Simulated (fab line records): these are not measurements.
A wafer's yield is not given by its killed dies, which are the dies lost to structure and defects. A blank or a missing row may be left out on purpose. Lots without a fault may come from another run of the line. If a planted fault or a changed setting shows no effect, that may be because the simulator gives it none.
A struck lot beside a sound one :: flow n5 finfet :: 27 steps out of a route of 1938
Sound: the wafers L673.1, L673.4, L673.5. Struck: wafers L677.1, L677.2, L677.6. At the end, the cause is stated.
At each step with rows: each side's tool, then ch and its chambers, then its first start. Under that, the readings that differ: sound wafers :: struck wafers :: difference of the means :: sigmas: that difference in standard deviations of wafers without a fault.
alike: words and numbers the same on both sides, and readings whose means are apart by under 2 such deviations; not compared: readings that were withheld, readings missing a value for some wafer, numbers with overlapping values and no deviation given by the record, and bounds like >300 which may hide the same value.
A row with sigmas, a row that says differs or no value, or rows on one side alone: a step with any of these is where the two part. Numbers that have no deviation but don't overlap get no sigmas and don't part them. A reading missing from all wafers of one side parts the sides only when that side holds two or more wafers.

first, 11 steps without rows for these wafers: N5_MOL_CONTACT_COAG_STRIP_92 (strips in N2/H2); N5_MOL_CONTACT_COAG_STRIP_93 (strips in N2/H2); N5_MOL_CONTACT_COAG_ETCHBACK_135 (etches SiO2 in CHF3, target depth 25 nm, time 16.7 s); N5_MOL_CONTACT_COAG_STRIP_118 (strips in CHF3); N5_MOL_CONTACT_COAG_VIA_ETCH_46 (etches SiO2 in C4F6/O2, target depth 46 nm, overetch 9.2 nm, time 40 s); N5_MOL_CONTACT_COAG_STRIP_96 (strips in N2/H2); N5_MOL_CONTACT_COAG_ETCH_47 (etches SiNx in CH3F/O2, stops on W, target depth 27 nm); N5_MOL_CONTACT_COAG_STRIP_119 (strips in N2/H2, time 30 s); N5_MOL_CONTACT_COAG_PRECLEAN_144 (cleans in alkaline clean, time 60 s); N5_MOL_CONTACT_COAG_SRD_145 (time 30 s); N5_MOL_CONTACT_COAG_COAT_62 (time 60 s, resist thk 60 nm).
N5_MOL_CONTACT_COAG_COAT_63: time 60 s, resist thk 10 nm.
  sound on litho track-01 ch 0, day 6 09:40; struck on litho track-01 ch 0, day 7 11:46
reading: spin speed rpm (rpm)
sound: 1499.9 1501.2 1500.0
struck: 1576.6 1577.7 1577.2
difference: +76.8
sigmas: +78
  alike: dispense pressure kPa
then, 9 steps without rows for these wafers: N5_MOL_CONTACT_COAG_COAT_64 (time 60 s, resist thk 10 nm); N5_MOL_CONTACT_COAG_COAT_34 (resist thk 40 nm); N5_MOL_CONTACT_COAG_EBR_36; N5_MOL_CONTACT_COAG_SOFTBAKE_35 (time 60 s); N5_MOL_CONTACT_COAG_EXPOSE_37 (exposes mask VD, defocus 0 nm); N5_MOL_CONTACT_COAG_PEB_38 (peb time 60 s); N5_MOL_CONTACT_COAG_DEVELOP_39 (develop time 30 s); N5_MOL_CONTACT_COAG_DESCUM_45 (chemistry O2, time 7 s); N5_MOL_CONTACT_COAG_ETCH_65 (etches underlayer in N2/H2, target depth 13 nm, time 10.4 s).
N5_MOL_CONTACT_COAG_ETCH_66: etches SiARC in CF4, target depth 13 nm, time 21.7 s.
  sound on rie diel-06 ch 1,2,3, day 6 10:15; struck on rie diel-04 ch 0,3, day 7 12:13
reading: etch rf on time s (s)
sound: 21.7 21.2 21.6
struck: 20.7 20.5 20.4
difference: -1.0
sigmas: -2

reading: model.etch.depth nm (nm)
sound: 9.966 9.952 9.923
struck: 9.724 9.726 9.713
difference: -0.226
sigmas: 
  alike: drypump motor current A, oes product au, rf vpp V, showerhead plenum p Torr, throttle valve pct
  not compared: rf hours counter h
then, 2 steps without rows for these wafers: N5_MOL_CONTACT_COAG_ALD_133 (deposits SiO2, target thk 5 nm, pulse time 1 s, co reactant pulse time 1 s); N5_MOL_CONTACT_COAG_ETCHBACK_134 (etches SiO2 in CHF3, target depth 10 nm, time 6.7 s).
N5_MOL_CONTACT_COAG_ETCH_67: etches SOC in N2/H2, target depth 60 nm, overetch 21 nm, time 101.2 s.
  sound on rie diel-04 ch 0,2, day 6 10:32; struck on rie diel-06 ch 0,1, day 7 12:31
reading: rf vpp V (V)
sound: 529.0 526.6 524.6
struck: 522.4 521.1 521.9
difference: -4.9
sigmas: -2
  alike: drypump motor current A, oes product au, showerhead plenum p Torr, throttle valve pct
  not compared: rf hours counter h, model.SiARC_of_MOL_CONTACT_COAG_COAT_63.thk nm
then, 1 step without rows for these wafers: N5_MOL_CONTACT_COAG_STRIP_68 (strips in N2/H2).
-- the record jumps here: 3 days lie between the struck wafers' starts before and after (it left off in module MOL_CONTACT_COAG and takes up again in module BEOL_M4, whose first step shown is number 1111 of the route) --
N5_BEOL_M4_RC_MEAS_101:
  sound on prober-01 ch 0, day 9 09:37; struck on prober-01 ch 0, day 10 08:56
  alike: DIBL_N, DIBL_P, IOFF_N, IOFF_P, ION_N, ION_P, SS_N, SS_P, VT_N, VT_P

== WHERE THEY PART ==
Earliest at N5_MOL_CONTACT_COAG_COAT_63; latest, in this record, at N5_MOL_CONTACT_COAG_ETCH_67. Later steps at which nothing parts them and some readings are alike: N5_BEOL_M4_RC_MEAS_101.

WHY: whatever the simulator had introduced
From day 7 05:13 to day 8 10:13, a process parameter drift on litho track-01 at N5_MOL_CONTACT_COAG_COAT_63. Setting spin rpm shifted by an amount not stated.
